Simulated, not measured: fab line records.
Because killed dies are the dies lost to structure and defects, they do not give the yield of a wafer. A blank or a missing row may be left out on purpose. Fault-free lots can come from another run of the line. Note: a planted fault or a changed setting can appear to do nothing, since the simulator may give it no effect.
fab line records	flow n5Finfet
record lots=6	wafers=14	lastDay=18
route steps=1938 shown FIN_SAQP@127 BEOL_M4@1111 PASSIVATION@1936
lots that met no fault: from a run of the same line without faults
startH: start of the lot's first displayed wafer, in hours after the record's first day	waitH: hours since the lot's step before	" same as the row above	L1.1+2: one row covering several wafers at once	- either no value or no given start	* or withheld: withheld	< > ~ a bound
route shown NAME@n: a module of which the file shows steps, and the number in the route of the first	usual: mean/standard deviation taken from wafers without a fault	same: alike in all rows	chamber/n: place in a boat	sites: each site's reading	_std_site: the standard deviation of these	_edge_site: the outer-site mean with the inner-site mean subtracted	radiusMm: how far each site lies from the wafer's centre	mask NAME#n: copy n	behind: tool/chamber where the wafer was last shaped	hold: what put the lot on hold/how long, in hours/how the hold closed	device: transistor that didn't switch, given as n, p or np	end of line: tests run on the same wafers once the route is complete	for a step that has no rows: nothing shown but its recipe	killed: at the first sort, the dies lost to defects and structure; wafer yield is something else	map: a wafer's dies, x killed, . not, _ none there
set.NAME: the setting as run; set.NAME@STEP: as run at that earlier step	model.NAME: the simulator's own value behind a step, which no gauge read
lots seen at some steps along the route; tables by step, rows by wafer
services: when a tool's chamber went out of use (startH, in hours from the record's first day, below 0 if earlier), for how many hours, and the reason
## steps
# step N5_FIN_SAQP_MANDREL1_REMOVE_56
# recipe chemistry=HBr/Cl2/O2	btTimeS=10	target=a-Si	stopOn=SiNx	endpoint=OES-SiCl	overEtchFrac=1	icpW=600	biasW=22	HBr_flow_sccm=150	Cl2_flow_sccm=80	O2_flow_sccm=5	pressureMtorr=10
# step N5_FIN_SAQP_CD_MEAS_27
# recipe targetCdNm=20	landingEnergyEv=1000	detector=seInlens	polarity=line
# usual cdNm=20.29/0.24
lot.wafer	tool	chamber	startH	waitH	cdNm
L665.1	cdSem-01	0	55.42	0.1	19.96
L665.4	"	0	"	"	20.21
L665.5	"	0	"	"	20.18
L671.1	cdSem-03	0	90.36	0.1	20.35
L671.5	"	0	"	"	20.43
L671.6	"	0	"	"	20.53
L675.1	cdSem-02	0	116.50	0.1	19.99
L677.6	cdSem-02	0	127.66	0.0	20.25
L679.1	cdSem-03	0	138.25	0.1	20.12
L679.3	"	0	"	"	20.44
L679.6	"	0	"	"	20.26
L683.1	cdSem-01	0	162.69	0.1	20.52
L683.4	"	0	"	"	20.71
L683.6	"	0	"	"	20.23
# step N5_FIN_SAQP_ETCH_57
# recipe chemistry=CH3F/O2	target=SiNx	maskMaterial=SiO2	targetDepthA=325	timeS=46.4	pressureMtorr=30	sourceW=395	biasW=73	Ar_flow_sccm=150	CH3F_flow_sccm=30	O2_flow_sccm=20	ionEnergyEv=120	ends=cleared
# step N5_FIN_SAQP_ETCH_65
# recipe chemistry=CF4	target=SiO2	targetDepthA=40	ionEnergyEv=350	timeS=4.4	pressureMtorr=10	icpW=800	biasW=400	cf4FlowSccm=80
# usual biasW=400.1/1.2	drypumpMotorCurrentA=5.8/0.51	oesProductAu=0.993/0.022	throttleValvePct=21.58/0.2
lot.wafer	tool	chamber	startH	waitH	biasW	drypumpMotorCurrentA	oesProductAu	rfHoursCounterH	throttleValvePct
L665.1	rieSi-04	0	55.58	0.1	399.5	5.6	0.959	27	21.66
L665.4	"	3	"	"	399.4	5.5	0.982	86	21.47
L665.5	"	1	"	"	400.9	6.1	0.998	-	21.64
L671.1	rieSi-05	2	90.52	0.1	401.0	5.3	1.000	46	21.29
L671.5	"	2	"	"	399.7	5.3	0.984	-	21.32
L671.6	"	1	"	"	397.7	6.1	1.033	-	21.17
L675.1	rieSi-05	2	116.66	0.1	400.2	5.3	0.995	46	21.30
L677.6	rieSi-05	3	127.87	0.0	399.8	6.0	1.035	-	21.54
L679.1	rieSi-04	1	138.40	0.1	401.2	6.1	0.989	16	21.65
L679.3	"	3	"	"	400.5	5.5	0.970	88	21.47
L679.6	"	1	"	"	401.3	6.0	0.994	-	21.64
L683.1	rieSi-05	3	162.95	0.1	398.5	6.0	1.029	169	21.53
L683.4	"	0	"	"	402.5	6.1	0.975	177	21.59
L683.6	"	3	"	"	400.0	6.0	1.029	-	21.52
# step N5_FIN_SAQP_MANDREL_ETCH_58
# recipe chemistry=HBr/Cl2	target=a-Si	targetDepthA=450	btTimeS=10	stopOn=SiNx	maskMaterial=SiO2	overEtchFrac=0.8	timeS=27	pressureMtorr=10	icpW=800	biasW=75	HBr_flow_sccm=150	Cl2_flow_sccm=80	ends=endPoint
# usual biasW=75.00/0.22	drypumpMotorCurrentA=5.8/0.51	oesProductAu=0.695/0.014	throttleValvePct=35.4/0.33
lot.wafer	tool	chamber	startH	waitH	biasW	drypumpMotorCurrentA	oesProductAu	rfHoursCounterH	throttleValvePct
L665.1	rieSi-04	0	55.61	0.0	75.05	5.6	0.674	27	35.7
L665.4	"	3	"	"	75.11	5.5	0.700	86	34.8
L665.5	"	1	"	"	74.99	6.1	0.695	-	35.4
L671.1	rieSi-05	2	90.55	0.0	75.17	5.2	0.714	46	34.9
L671.5	"	2	"	"	75.23	5.3	0.713	-	34.9
L671.6	"	1	"	"	75.31	6.1	0.729	-	34.8
L675.1	rieSi-05	2	116.69	0.0	75.08	5.3	0.701	46	35.0
L677.6	rieSi-05	3	127.91	0.0	75.11	6.0	0.707	-	35.5
L679.1	rieSi-04	1	138.44	0.0	75.22	6.1	0.688	16	35.4
L679.3	"	3	"	"	74.84	5.5	0.682	88	34.8
L679.6	"	1	"	"	75.20	6.1	0.689	-	35.4
L683.1	rieSi-05	3	162.98	0.0	75.26	6.1	0.697	169	35.5
L683.4	"	0	"	"	74.91	6.1	0.681	177	35.5
L683.6	"	3	"	"	74.93	6.0	0.715	-	35.5
# step N5_FIN_SAQP_RECESS_63
# recipe chemistry=HF/NH3	target=SiO2	targetDepthA=180	afsCycles=3	tempC=30	sublimationTempC=180	sublimationTimeS=60
# step N5_FIN_SAQP_COAT_68
# recipe resist=SOC	tempC=250	timeS=60	spinRpm=1500	resistThkNm=100
# step N5_FIN_SAQP_ETCH_69
# recipe chemistry=N2/H2	target=SOC	targetDepthA=1500	stopOn=SiNx	ionEnergyEv=100	biasW=61	pressureMtorr=30	sourceW=850	n2FlowSccm=200	h2FlowSccm=200
# step N5_FIN_SAQP_ETCH_67
# recipe chemistry=CH3F/O2	target=SiNx	targetDepthA=300	maskMaterial=SOC	pressureMtorr=30	sourceW=395	biasW=73	Ar_flow_sccm=150	CH3F_flow_sccm=30	O2_flow_sccm=20	ionEnergyEv=120
# usual biasW=72.99/0.21	drypumpMotorCurrentA=5.7/0.46	oes_ar_750_au=0.81/0.075	oes_o_777_au=0.81/0.072	oesProductAu=0.81/0.075	rfVppV=298/6.3	showerheadPlenumPTorr=1.98/0.059	throttleValvePct=16.31/0.16
lot.wafer	tool	chamber	startH	waitH	biasW	drypumpMotorCurrentA	oes_ar_750_au	oes_o_777_au	oesProductAu	rfHoursCounterH	rfVppV	showerheadPlenumPTorr	throttleValvePct
L665.1	rieDiel-01	1	56.20	0.0	73.28	5.0	0.71	0.73	0.71	218	295	1.89	16.59
L665.4	"	3	"	"	73.36	6.1	0.82	0.81	0.84	62	305	1.95	16.22
L665.5	"	2	"	"	73.09	5.7	0.81	0.80	0.83	-	303	2.03	16.22
L671.1	rieDiel-01	3	91.26	0.0	73.19	6.2	0.81	0.79	0.81	76	304	1.95	16.26
L671.5	"	3	"	"	73.17	6.2	0.81	0.80	0.81	-	304	1.95	16.24
L671.6	"	2	"	"	73.27	5.7	0.79	0.78	0.81	-	302	2.02	16.25
L675.1	rieDiel-02	1	117.65	0.0	73.04	6.1	0.77	0.76	0.78	118	294	1.93	16.42
L677.6	rieDiel-04	1	128.50	0.0	73.27	5.4	0.79	0.80	0.77	-	293	1.92	16.28
L679.1	rieDiel-01	3	139.02	0.0	72.59	6.2	0.79	0.77	0.80	99	305	1.94	16.30
L679.3	"	0	"	"	73.13	6.2	0.87	0.87	0.85	50	289	1.95	16.32
L679.6	"	1	"	"	72.97	5.1	0.69	0.72	0.68	-	294	1.89	16.60
L683.1	rieDiel-02	1	163.59	0.0	73.18	6.1	0.76	0.74	0.77	136	293	1.92	16.46
L683.4	"	2	"	"	72.65	5.7	0.89	0.88	0.88	43	285	1.96	16.44
L683.6	"	0	"	"	73.24	5.2	0.71	0.70	0.70	-	297	1.99	16.48
# step N5_FIN_SAQP_STRIP_70
# recipe chemistry=N2/H2	powerW=500	tempC=40	pressureMtorr=50	rfFrequencyHz=6e+07	overashFraction=0.3	biasPowerW=28	h2Frac=0.5	n2FlowSccm=300	h2FlowSccm=300
# step N5_FIN_SAQP_RECESS_71
# recipe chemistry=HF/NH3	target=SiO2	targetDepthA=30	afsCycles=1	tempC=30	sublimationTempC=180	sublimationTimeS=60
# step N5_FIN_SAQP_SPACER2_ALD_28
# recipe material=SiO2	targetThkA=81	tempC=300	aldPrecursorFamily=BDEAS	aldCoReactant=O2-plasma	pulseTimeS=1	purgeTimeS=2	coReactantPurgeTimeS=2	pressureTorr=2
# usual heaterPowerW=483/40	precursorPulseHeightRel=0.997/0.021
lot.wafer	tool	chamber	startH	waitH	heaterPowerW	precursorPulseHeightRel
L665.1	aldSin-02	1	56.45	0.1	541	0.996
L665.4	"	3	"	"	440	0.973
L665.5	"	0	"	"	449	0.974
L671.1	aldSin-03	0	91.52	0.1	439	1.027
L671.5	"	2	"	"	464	0.973
L671.6	"	3	"	"	543	1.031
L675.1	aldSin-03	2	118.16	0.4	468	0.982
L677.6	aldSin-02	3	128.88	0.2	443	0.977
L679.1	aldSin-03	1	139.27	0.1	478	0.998
L679.3	"	0	"	"	447	1.019
L679.6	"	0	"	"	436	0.988
L683.1	aldSin-04	1	163.83	0.1	440	1.036
L683.4	"	0	"	"	501	0.957
L683.6	"	1	"	"	436	1.016
# step N5_FIN_SAQP_SPACER2_ETCHBACK_29
# recipe chemistry=CHF3/O2	mode=anisotropicEtchback	target=SiO2	targetDepthA=122	timeS=6.1	pressureMtorr=30	sourceW=650	biasW=170	Ar_flow_sccm=200	CHF3_flow_sccm=50	O2_flow_sccm=5	ionEnergyEv=200
# usual biasW=170.0/0.51	drypumpMotorCurrentA=5.7/0.46	oes_ar_750_au=0.82/0.072	oes_o_777_au=0.82/0.066	oesProductAu=0.83/0.073	rfVppV=524/11	showerheadPlenumPTorr=2.39/0.07	throttleValvePct=18.85/0.15
lot.wafer	tool	chamber	startH	waitH	biasW	drypumpMotorCurrentA	oes_ar_750_au	oes_o_777_au	oesProductAu	rfHoursCounterH	rfVppV	showerheadPlenumPTorr	throttleValvePct
L665.1	rieDiel-01	0	56.77	0.2	170.0	6.2	0.92	0.91	0.92	15	506	2.37	18.82
L665.4	"	2	"	"	169.4	5.6	0.81	0.80	0.82	71	532	2.44	18.80
L665.5	"	3	"	"	170.3	6.2	0.82	0.82	0.84	-	538	2.36	18.77
L671.1	rieDiel-02	3	91.84	0.2	170.2	5.9	0.80	0.79	0.80	99	538	2.54	18.59
L671.5	"	1	"	"	169.7	6.2	0.79	0.79	0.79	-	516	2.33	18.92
L671.6	"	0	"	"	170.7	5.2	0.73	0.71	0.73	-	525	2.42	18.99
L675.1	rieDiel-01	0	118.65	0.3	170.1	6.2	0.88	0.88	1.12	39	508	2.36	18.91
L677.6	rieDiel-01	0	129.08	0.1	170.0	6.3	0.87	0.86	1.13	-	506	2.36	18.94
L679.1	rieDiel-02	1	139.59	0.2	169.5	6.1	0.77	0.76	0.77	127	517	2.32	18.97
L679.3	"	2	"	"	171.0	5.7	0.89	0.87	0.90	33	501	2.37	19.05
L679.6	"	3	"	"	169.9	5.9	0.77	0.77	0.79	-	538	2.53	18.61
L683.1	rieDiel-04	2	164.16	0.2	169.3	4.7	0.88	0.88	0.90	37	532	2.45	18.62
L683.4	"	3	"	"	169.1	5.5	0.85	0.85	0.86	47	533	2.47	18.95
L683.6	"	3	"	"	169.4	5.5	0.85	0.84	0.86	-	533	2.47	18.93
# step N5_FIN_SAQP_MANDREL2_REMOVE_60
# recipe chemistry=HBr/Cl2/O2	btTimeS=10	target=a-Si	stopOn=SiNx	endpoint=OES-SiCl	overEtchFrac=1	icpW=600	biasW=22	HBr_flow_sccm=150	Cl2_flow_sccm=80	O2_flow_sccm=5	pressureMtorr=10
# usual biasW=21.99/0.063	drypumpMotorCurrentA=5.8/0.45	oes_o_777_au=0.98/0.037	oesProductAu=0.999/0.02	throttleValvePct=36.4/0.34
lot.wafer	tool	chamber	startH	waitH	biasW	drypumpMotorCurrentA	oes_o_777_au	oesProductAu	rfHoursCounterH	throttleValvePct
L665.1	rieSi-06	2	56.86	0.1	21.94	5.0	0.99	1.000	31	37.2
L665.4	"	3	"	"	22.07	6.1	0.94	1.003	30	36.4
L665.5	"	1	"	"	22.05	5.1	0.93	1.011	-	36.5
L671.1	rieSi-05	0	91.93	0.1	22.01	6.1	0.99	0.958	176	36.7
L671.5	"	1	"	"	21.89	6.1	1.02	1.019	-	36.0
L671.6	"	2	"	"	21.99	5.3	0.97	1.006	-	36.1
L675.1	rieSi-06	2	118.73	0.1	21.99	5.1	1.00	1.014	31	37.2
L677.6	rieSi-04	1	129.18	0.1	22.02	6.1	0.98	0.996	-	36.5
L679.1	rieSi-05	0	139.68	0.1	22.03	6.1	0.98	0.974	177	36.7
L679.3	"	1	"	"	22.02	6.1	1.01	1.039	109	36.0
L679.6	"	3	"	"	21.98	6.0	1.01	0.999	-	36.6
L683.1	rieSi-06	0	164.24	0.1	22.05	6.7	0.93	0.989	13	36.7
L683.4	"	3	"	"	22.10	6.1	0.94	1.017	32	36.4
L683.6	"	0	"	"	21.89	6.7	0.92	0.999	-	36.7
# step N5_BEOL_M4_RC_MEAS_101
# usual DIBL_N=36.0/2	DIBL_P=36.2/2.2	IOFF_N=0.16/0.034	IOFF_P=0.21/0.04	ION_N=675/12	ION_P=463/7.2	SS_N=71.6/0.6	SS_P=73.3/0.67	VT_N=250/3	VT_P=-251/3.4
lot.wafer	tool	chamber	startH	waitH	DIBL_N[mV/V]	DIBL_P[mV/V]	IOFF_N[nA/um]	IOFF_P[nA/um]	ION_N[uA/um]	ION_P[uA/um]	SS_N[mV/dec]	SS_P[mV/dec]	VT_N[mV]	VT_P[mV]
L665.1	prober-02	0	215.20	0.0	37.3	37.3	0.19	0.21	681	461	72.3	73.5	247	-252
L665.4	"	0	"	"	33.7	32.7	0.13	0.15	669	454	70.9	73.0	251	-257
L665.5	"	0	"	"	34.7	33.7	0.14	0.16	668	449	71.6	72.6	249	-256
L671.1	prober-01	0	242.60	0.0	38.7	37.5	0.16	0.20	668	454	70.9	73.9	253	-252
L671.5	"	0	"	"	40.5	39.3	0.19	0.24	679	461	71.7	74.9	249	-252
L671.6	"	0	"	"	41.2	41.1	0.22	0.26	698	466	72.2	74.8	249	-249
L675.1	prober-01	0	267.96	0.0	36.1	36.0	0.18	0.25	689	479	71.2	72.8	247	-245
L679.1	prober-02	0	275.12	0.0	36.4	37.5	0.16	0.25	663	456	72.0	73.2	252	-248
L679.3	"	0	"	"	34.7	35.6	0.16	0.24	686	474	70.8	73.3	248	-246
L679.6	"	0	"	"	34.4	34.8	0.14	0.22	673	468	71.6	73.2	252	-248
L677.6	prober-02	0	280.49	0.8	36.1	35.8	0.14	0.19	668	459	71.6	73.3	253	-252
L683.1	prober-01	0	316.99	0.0	34.8	34.2	0.13	0.17	674	461	71.5	73.4	254	-253
L683.4	"	0	"	"	34.8	34.1	0.13	0.18	665	458	71.5	73.5	253	-253
L683.6	"	0	"	"	36.5	36.2	0.16	0.20	680	463	71.9	74.2	252	-252
# step N5_PASSIVATION_PROBE_49
# usual defectLimitedYield=91.5/1.5	killed_at_M0_to_M3=33/10	killed_at_M4_up=15/6.4	killedAtContacts=12/5.4	killedAtFrontEnd=38/9.8	killedAtOther=4/3.1	killedDies=101/18	killedOpen=67/14	killedShort=33/7.9	sort_bin_5_function=5.0/1	sort_bin_6_memory=3.2/0.67	sortNPass=1079/18	sortYieldPct=91.5/1.5
# same grossDies=1180	killedAtBackSide=0	sort_bin_4_leakage[%]=0	sort_bin_8_speed[%]=0
lot.wafer	tool	chamber	startH	waitH	defectLimitedYield[%]	killed_at_M0_to_M3	killed_at_M4_up	killedAtContacts	killedAtFrontEnd	killedAtOther	killedDies	killedOpen	killedShort	sort_bin_5_function[%]	sort_bin_6_memory[%]	sortNPass	sortYieldPct[%]
L665.1	prober-02	-	361.60	0.0	89.4	59	12	9	45	0	125	92	32	6.6	3.6	1055	89.4
L665.4	prober-02	-	361.75	0.2	90.4	54	9	16	32	2	113	81	31	5.8	3.6	1067	90.4
L665.5	prober-02	-	361.80	0.2	90.4	33	12	26	39	3	113	78	34	5.4	3.8	1067	90.4
L677.6	prober-02	-	404.70	0.3	91.9	32	15	8	36	4	95	65	29	5.3	2.6	1085	91.9
L683.1	prober-01	-	437.12	0.0	93.6	23	9	9	33	1	75	51	24	3.6	2.6	1105	93.6
L683.4	prober-01	-	437.27	0.2	91.4	26	11	7	56	1	101	67	34	4.9	3.5	1079	91.4
L683.6	prober-01	-	437.37	0.3	92.8	32	12	6	35	0	85	66	18	5.0	2.0	1095	92.8
# killed by level:class
L665.1 BEOL_M1:geometricParticle:open=20 STI_FIN_REVEAL:geometricParticle:open=17 BEOL_M3:geometricParticle:open=16 BEOL_M2:geometricParticle:open=6 MOL_CONTACT_COAG:geometricParticle:open=5 GATE_CUT:geometricParticle:short=4 GATE_CUT:geometricParticle:open=4 MOL_CONTACT_COAG:geometricParticle:short=4
L665.4 BEOL_M2:geometricParticle:open=13 MOL_CONTACT_COAG:geometricParticle:open=13 BEOL_M3:geometricParticle:open=10 BEOL_M1:geometricParticle:open=10 BEOL_M0_SAQP:geometricParticle:open=6 STI_FIN_REVEAL:geometricParticle:open=5 DUMMY_GATE:geometricParticle:open=5 BEOL_M0_SAQP:geometricParticle:short=5
L665.5 MOL_CONTACT_COAG:geometricParticle:open=22 BEOL_M2:geometricParticle:open=9 BEOL_M0_SAQP:geometricParticle:open=7 BEOL_M1:geometricParticle:open=7 FIN_SAQP:geometricParticle:open=5 STI_FIN_REVEAL:geometricParticle:open=5 STARTING-WAFER:geometricParticle:open=5 FIN_SAQP:geometricParticle:short=4
L677.6 BEOL_M1:geometricParticle:open=9 FIN_SAQP:geometricParticle:open=7 FIN_SAQP:geometricParticle:short=6 MOL_CONTACT_COAG:geometricParticle:open=6 BEOL_M0:geometricParticle:open=6 STI_FIN_REVEAL:geometricParticle:open=5 BEOL_M3:geometricParticle:open=5 BEOL_M4:geometricParticle:open=5
L683.1 FIN_SAQP:geometricParticle:open=7 MOL_CONTACT_COAG:geometricParticle:open=7 BEOL_M3:geometricParticle:open=7 BEOL_M0_SAQP:geometricParticle:open=5 STARTING-WAFER:geometricParticle:open=5 FIN_SAQP:geometricParticle:short=4 ILD0:geometricParticle:short=4 GATE_CUT:geometricParticle:short=4
L683.4 FIN_SAQP:geometricParticle:open=23 FIN_SAQP:geometricParticle:short=12 STI_FIN_REVEAL:geometricParticle:open=8 MOL_CONTACT_COAG:geometricParticle:open=7 STARTING-WAFER:geometricParticle:short=5 BEOL_M4:geometricParticle:open=4 BEOL_M0_SAQP:geometricParticle:short=4 BEOL_M2:geometricParticle:open=4
L683.6 FIN_SAQP:geometricParticle:open=14 BEOL_M1:geometricParticle:open=10 BEOL_M2:geometricParticle:open=7 MOL_CONTACT_COAG:geometricParticle:open=6 FIN_SAQP:geometricParticle:short=5 BEOL_M0_SAQP:geometricParticle:open=5 BEOL_M3:geometricParticle:open=5 BEOL_M4:geometricParticle:open=4
## services
tool	chamber	startH	hours	kind
rieSi-06	0	37.17	6.6	repair
rieDiel-02	2	41.32	-	clean
rieDiel-02	2	41.32	-	consumableReplace:focusRing
rieDiel-02	2	41.32	22.0	scheduledDown
aldSin-03	-	57.96	6.4	repair
rieDiel-04	3	58.26	5.1	repair
rieDiel-01	0	61.42	4.9	repair
rieDiel-02	-	63.20	0.4	repair
aldSin-04	3	67.01	5.7	repair
rieSi-06	-	70.69	2.8	pm
rieDiel-04	2	85.92	7.1	repair
aldSin-02	-	86.02	14.0	pm
rieSi-04	3	86.45	2.3	repair
rieDiel-01	0	90.34	2.5	repair
rieDiel-04	-	93.97	28.1	pm
rieDiel-01	3	123.27	6.5	repair
rieDiel-02	0	128.23	12.0	repair
rieDiel-04	-	131.45	0.3	repair
aldSin-04	0	136.29	5.6	repair
rieDiel-01	1	162.05	-	clean
rieDiel-01	1	162.05	-	consumableReplace:focusRing
rieDiel-01	1	162.05	-	consumableReplace:showerhead
rieDiel-01	1	162.05	22.6	scheduledDown
rieDiel-01	1	162.05	22.6	ventCycle
## key
firstSign step=N5_FIN_SAQP_SPACER2_ETCHBACK_29	reading=oesProductAu	direction=up	sigmas=4.1	usual=0.83	struck=1.12
effect none on later readings
metAt N5_FIN_SAQP_SPACER2_ETCHBACK_29
struckWafers L675.1,L677.6
onsetBetween 56.77 118.65
fault kind=processParameterDrift	tool=rieDiel-01	chamber=-	onsetH=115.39	steps=N5_FIN_SAQP_SPACER2_ETCHBACK_29	channel=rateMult	offset=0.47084	shape=step	endH=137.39
